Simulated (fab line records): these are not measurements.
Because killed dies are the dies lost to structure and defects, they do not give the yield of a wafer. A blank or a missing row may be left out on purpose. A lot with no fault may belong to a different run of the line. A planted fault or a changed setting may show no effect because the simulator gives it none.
Problem report in the 8D (eight disciplines) form, filled by code || flow nand_harc || the parts of the form that need people (team, actions taken, sign-off) are left out

## 1. WHAT IS WRONG
Wafers without a fault read 94.4 s, standard deviation 0.35; run_length_s at NHARC_P_BONDPAD_ETCH_24 reads a mean of 76.3 s on 6 wafers belonging to 2 lots. That is -52 standard deviations from the usual mean.
The step: etches the open film in CF4/N2, target depth 30 nm, time 72.99 s.
The first sign was on wafer L324.4 at day 14 17:53, on rie_diel-05. At this step, 39 wafers from 13 lots have a number in the record. The rule behind "out" and "out of limits": a value lying over 4 standard deviations away from the usual mean. All remaining wafers that have a number are taken as sound.

## 2. WHAT IT IS, AND WHAT IT ISN'T
{"question": "which readings at this step", "is": "run_length_s", "is not": "drypump_motor_current_A, n2_flow_sccm, rf_vpp_V, showerhead_plenum_p_Torr"}
{"question": "which lots", "is": "L324, L325", "is not": "L306, L307, L308, L309, L311, L312, L315, L316, L317, L322, L323"}
{"question": "which wafers of those lots", "is": "all that have a number", "is not": "-"}
{"question": "read on which tools", "is": "rie_diel-05", "is not": "rie_diel-01, rie_diel-03"}
{"question": "when", "is": "from day 14 17:53", "is not": "up to then (33 sound wafers)"}

## 3. THE SUSPECTS, EACH WITH WHAT RULES IT OUT
Counting: any tool at a process step up to the reading is kept as a suspect provided that every lot that is out went through it and no sound lot did after the first of them.
- rie_diel-05 at NHARC_P_BONDPAD_ETCH_24 (etches the open film in CF4/N2, target depth 30 nm, time 72.99 s): kept. It processed each lot that is out, first L324 at day 14 17:53, and no sound lot thereafter; up to then, the last sound lot it processed was L322 at day 13 23:29. Its own readings are out on those wafers: run_length_s.
After counting, what remains is rie_diel-05 at NHARC_P_BONDPAD_ETCH_24.

## 4. THE CAUSE (what the simulator had put in)
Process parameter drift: rie_diel-05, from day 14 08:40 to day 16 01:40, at NHARC_P_BONDPAD_ETCH_24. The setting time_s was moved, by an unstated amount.
The count eliminated every tool but this one.

## 5. SEQUENCE OF EFFECTS, ordered by route
Each row: a reading where the mean over the struck wafers with a number is more than 3 standard deviations away from the usual. Only readings for which the record gives a usual standard deviation are gone through. hours: the time from each lot's start at the first step in this table that gives one to its start at this step, as a median over the lots. sigmas: the change in usual standard deviations.
{"hours": 0, "step": "NHARC_P_BONDPAD_ETCH_24", "reading": "run_length_s", "usual": "94.4 s", "on struck wafers": 76.3, "change": -18.1, "sigmas": -52}
Here are the process steps it includes:
- NHARC_P_BONDPAD_ETCH_24: etches the open film in CF4/N2, target depth 30 nm, time 72.99 s.
Later measuring or inspecting steps at which every struck wafer that the step has a row for has a number for every such reading, and none has moved that far: NHARC_P_BONDPAD_THK_MEAS_20.

## 6. WHAT WOULD HAVE CAUGHT IT SOONER
The fault began at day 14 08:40; the first out-of-limits reading in this record came at day 14 17:53, 9 hours later.
